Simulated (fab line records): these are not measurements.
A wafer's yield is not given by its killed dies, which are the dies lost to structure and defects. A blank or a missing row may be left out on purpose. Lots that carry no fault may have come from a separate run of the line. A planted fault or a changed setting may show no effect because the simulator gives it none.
The same fault as seen by 3 desks	flow nand harc	each desk has only its own numbers; what lay behind them comes last

== FROM THE METROLOGY DESK ==
Lot by lot, what the gauges showed, no matter which tool ran the lot: averages of those sampled wafers that carry a number. Any lot whose mean is over 4 standard deviations away from the usual mean is out of limits and marked OUT; that distance is given in the brackets.
Columns: A = overlay x nm at NHARC_P_M0_OVL_MEAS_10, usual 0.1 nm; B = overlay y nm at NHARC_P_M0_OVL_MEAS_10, usual 0.0 nm; C = cd nm at NHARC_P_M1_CD_MEAS_09, usual 130.0 nm
lot	first seen here	A	B	C
L147	day 6 06:23	-0.6	0.6	129.9
L146	day 6 07:03	0.9	-1.1	130.8
L145	day 6 07:37	1.2	0.1	129.9
L148	day 6 16:49	-0.2	-0.5	129.0
L149	day 6 17:23	-0.6	-0.6	128.8
L150	day 7 00:35	-0.6	0.2	129.2
L155	day 8 12:08	1.0	-0.7	129.4
L158	day 9 00:30	0.4	-0.4	115.7 (-20) OUT
L156	day 9 03:03	0.6	0.3	122.8 (-9.8) OUT
L164	day 10 12:13	0.8	-0.3	130.6
L165	day 10 15:37	-0.5	-0.4	129.9
L166	day 10 22:58	0.6	1.8	130.1
L167	day 11 05:28	0.2	1.3	130.8
L168	day 11 07:36	0.1	-0.6	130.8
This desk's finding: out of limits on L156, L158; first on L158, day 9 04:34 (cd nm at NHARC_P_M1_CD_MEAS_09). L147, L146, L145, L148, L149, L150, L155, L164, L165, L166, L167, L168 stayed within limits.

== DESK OF THE TOOL OWNER: litho track-01 ==
The tool's own readings at NHARC_P_M1_PEB_07 (peb time 65 s): means of the sampled wafers that have a number, for each lot that ran on this tool. Any lot whose mean is over 4 standard deviations away from the usual mean is out of limits and marked OUT; that distance is given in the brackets.
Columns: A = chill plate temp C at NHARC_P_M1_PEB_07, usual 23.01 C; B = heater power total W at NHARC_P_M1_PEB_07, usual 156.7 W
lot	first seen here	A	B
L147	day 6 10:16	23.13	156.8
L145	day 6 11:30	22.81	156.3
L148	day 6 20:45	23.07	156.8
L158	day 9 04:29	23.09	193.3 (+87) OUT
L156	day 9 07:11	23.19	174.8 (+43) OUT
This desk's finding: out of limits on L156, L158; first on L158, day 9 04:29 (heater power total W at NHARC_P_M1_PEB_07). L147, L145, L148 stayed within limits.

== THE DEFECT DESK ==
What the inspections along the route counted, lot by lot: means of the sampled wafers that have a number. Any lot whose mean is over 4 standard deviations away from the usual mean is out of limits and marked OUT; that distance is given in the brackets.
Columns: A = raw defect count at NHARC_P_M1_INSPECT_11, usual 3.9
lot	first seen here	A
L147	day 6 10:29	4.7
L146	day 6 11:10	5.3
L145	day 6 11:44	5.7
L148	day 6 20:57	2.7
L149	day 6 21:20	2.0
L150	day 7 04:44	7.3
L155	day 8 16:57	3.0
L158	day 9 04:41	2.7
L156	day 9 07:23	3.3
L164	day 10 16:39	4.7
L165	day 10 19:43	2.7
L166	day 11 02:56	4.0
L167	day 11 09:37	2.0
L168	day 11 11:41	6.7
This desk's finding: nothing out of limits on any of the 14 lots.

== BROUGHT TOGETHER ==
An alarm could have come from the tool owner's desk at day 9 04:29, on L156, L158.
L156, L158 would have let the metrology desk raise an alarm at day 9 04:34.
Nothing out of limits was seen by the defect desk.
The defect desk has L156, L158 on record, within its limits.
The lots listed all ran NHARC_P_M1_PEB_07 on litho track-01.

== WHAT THE SIMULATOR HAD INSERTED ==
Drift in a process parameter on litho track-01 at NHARC_P_M1_PEB_07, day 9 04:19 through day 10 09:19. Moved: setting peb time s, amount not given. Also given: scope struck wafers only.
Lots struck among those shown: L156, L158.
Time in hours from fault onset to the first out-of-limits reading at each desk: tool owner's desk 0, metrology desk 0.
